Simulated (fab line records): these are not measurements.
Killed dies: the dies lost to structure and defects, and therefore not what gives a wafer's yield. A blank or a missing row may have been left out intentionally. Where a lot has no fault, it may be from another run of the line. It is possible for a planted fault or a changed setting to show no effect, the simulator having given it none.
Chamber matching + flow nand harc + 4 sister chambers for NHARC_A_CHANNEL_FILL_D1_CMP_10 on cmp-03
The step polishes, target thk 150 nm. 14 wafers are shown with their chamber, then 7 later ones without.

EACH WAFER AND ITS CHAMBER
| wafer  | chamber | motor current A (A) | time to endpoint s (s) |
|--------|---------|---------------------|------------------------|
| L076.2 | 0       | 12.8                | 18.3                   |
| L076.3 | 3       | 11.5                | 16.1                   |
| L076.6 | 3       | 11.0                | 19.3                   |
| L081.1 | 3       | 11.6                | 15.2                   |
| L081.3 | 2       | 13.1                | 12.7                   |
| L081.6 | 3       | 11.4                | 14.6                   |
| L088.1 | 1       | 10.9                | 14.0                   |
| L088.2 | 3       | 11.0                | 14.4                   |
| L088.3 | 2       | 12.5                | 11.9                   |
| L090.2 | 3       | 12.1                | 14.8                   |
| L090.5 | 2       | 13.0                | 12.8                   |
| L090.6 | 3       | 10.7                | 14.8                   |
| L091.1 | 2       | 13.5                | 11.5                   |
| L091.3 | 3       | 11.2                | 12.2                   |

SIGNATURES (averages over the wafers above)
| reading            | chamber 0 | chamber 1 | chamber 2 | chamber 3 | scatter within a chamber |
|--------------------|-----------|-----------|-----------|-----------|--------------------------|
| motor current A    | 12.800    | 10.900    | 13.025    | 11.312    | 0.429                    |
| time to endpoint s | 18.300    | 14.000    | 12.225    | 15.175    | 1.71                     |
Rule: distance of a wafer from a chamber = root of the sum over the readings of ((wafer's reading minus chamber's mean) / reading's scatter) squared. If the next closest chamber is less than 2 further off than the closest, the wafer can't be placed; otherwise it belongs to the closest. How the scatter is found: for the shown wafers, subtract from each reading the mean of its chamber, square and add these, divide the total by (wafers less chambers), then take the root.

WAFERS WITHOUT THEIR CHAMBER
| wafer  | motor current A (A) | time to endpoint s (s) |
|--------|---------------------|------------------------|
| L091.5 | 10.6                | 13.3                   |
| L092.1 | 11.2                | 14.4                   |
| L092.4 | 12.8                | 12.1                   |
| L092.6 | 11.0                | 15.8                   |
| L094.3 | 12.6                | 16.0                   |
| L094.4 | 11.7                | 16.2                   |
| L094.6 | 10.1                | 17.0                   |

WHICH CHAMBER EACH ONE RAN IN
| wafer  | from the rows above          | in truth |
|--------|------------------------------|----------|
| L091.5 | can't be placed: 1 or 3      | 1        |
| L092.1 | can't be placed: 3 or 1      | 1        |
| L092.4 | 2                            | 2        |
| L092.6 | can't be placed: 3 or 1      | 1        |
| L094.3 | can't be placed: 0 or 2 or 3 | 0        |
| L094.4 | can't be placed: 3 or 1 or 0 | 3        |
| L094.6 | can't be placed: 1 or 3      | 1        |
1 of 7 placed correctly. Can't be placed from these rows: 6 (the true chamber is among the candidates in 6). Wrongly placed: 0.
